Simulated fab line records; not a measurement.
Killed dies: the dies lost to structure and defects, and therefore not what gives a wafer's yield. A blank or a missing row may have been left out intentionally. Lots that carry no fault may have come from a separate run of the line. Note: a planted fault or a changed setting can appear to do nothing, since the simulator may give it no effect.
8D (eight disciplines) problem report, filled in by code | flow n5 finfet | the parts of the form that need people (team, actions taken, sign-off) are left out

## 1. WHAT IS WRONG
Mean of killed_at_M4_up at N5_PASSIVATION_PROBE_49: 108 across 6 wafers in 2 lots; on wafers with no fault it is 13 (standard deviation 5.3). That is +18 standard deviations from the usual mean.
First seen on wafer L624.2, day 15 13:22, on prober-01. At this step, 21 wafers from 7 lots have a number in the record. The rule behind "out" and "out of limits": a value lying over 4 standard deviations away from the usual mean. The rest of the wafers with a number are treated as sound.

## 2. WHAT IT IS AND WHAT IT IS NOT
question                    | is                     | is not
which readings at this step | killed_at_M4_up        | killed_at_M0_to_M3, killed at contacts, killed at front end, killed at other, killed short, sort_bin_6_memory, sort_bin_8_speed
which lots                  | L624, L628             | L616, L622, L625, L626, L632
which wafers of those lots  | all that have a number | -
read on which tools         | prober-01              | prober-02
when                        | from day 15 13:22      | up to then (9 sound wafers); but 6 sound wafers of L626, L632 came after

## 3. THE SUSPECTS, EACH WITH WHAT RULES IT OUT
Counting: a tool at any process step up to the reading remains a suspect when it ran all the lots that are out and ran no sound lot after the first of those.
- rie diel-05 at N5_BEOL_M4_ETCH_77 (etches underlayer in N2/H2, target depth 6.5 nm, time 5.2 s): kept. It processed each lot that is out, first L624 at day 10 06:04, and no sound lot thereafter; up to then, the last sound lot it processed was L625 at day 10 05:57.
- pvd sputter-03 at N5_PASSIVATION_SPUTTER_20 (material TaN, target thk 50 nm): ruled out as a lasting fault. Following L624 (day 15 07:13), the first lot on it that is out, the sound lots L626, L632 were run on it.
- prober-01 at N5_PASSIVATION_PROBE_49: ruled out as a lasting fault. Following L624 (day 15 13:22), the first lot on it that is out, the sound lots L632 were run on it.
Left after counting: rie diel-05 at N5_BEOL_M4_ETCH_77.

## 4. THE CAUSE (what the simulator had put in)
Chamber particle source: rie diel-05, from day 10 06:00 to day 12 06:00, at N5_BEOL_M4_ETCH_77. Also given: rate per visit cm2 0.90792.
The count eliminated every tool but this one.

## 5. THE EFFECT CHAIN, in route order
One row per reading whose mean, taken over the struck wafers that have a number, lies over 3 standard deviations from the usual. Only readings for which the record gives a usual standard deviation are gone through. hours: the time from each lot's start at the first step in this table that gives one to its start at this step, as a median over the lots. sigmas: the change in usual standard deviations.
hours | step                    | reading              | usual  | on struck wafers | change | sigmas
0     | N5_PASSIVATION_PROBE_49 | defect limited yield | 91.4 % | 84.5             | -6.9   | -4.9
0     | N5_PASSIVATION_PROBE_49 | killed_at_M4_up      | 13     | 108              | +95    | +18
0     | N5_PASSIVATION_PROBE_49 | killed dies          | 102    | 182              | +80    | +4.7
0     | N5_PASSIVATION_PROBE_49 | sort_bin_5_function  | 5.1 %  | 9.5              | +4.4   | +4.5
0     | N5_PASSIVATION_PROBE_49 | sort n pass          | 1077   | 997              | -80    | -3.8
0     | N5_PASSIVATION_PROBE_49 | sort yield pct       | 91.3 % | 84.5             | -6.8   | -4.0
Process steps it contains:
- N5_PASSIVATION_PROBE_49

## 6. HOW IT WOULD HAVE BEEN CAUGHT EARLIER
In this record the first reading out of limits was taken at day 15 13:22, 127 hours after the fault began at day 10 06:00.
Tool readings at N5_BEOL_M4_ETCH_77 with a usual standard deviation given in the record: none out on any struck wafer, hence no alarm at a limit of 4 standard deviations on them.
By day 15 13:22, every lot that is out (2) had started N5_BEOL_M4_ETCH_77 on rie diel-05. Had the tool been put on hold then, not one of them would have been saved.
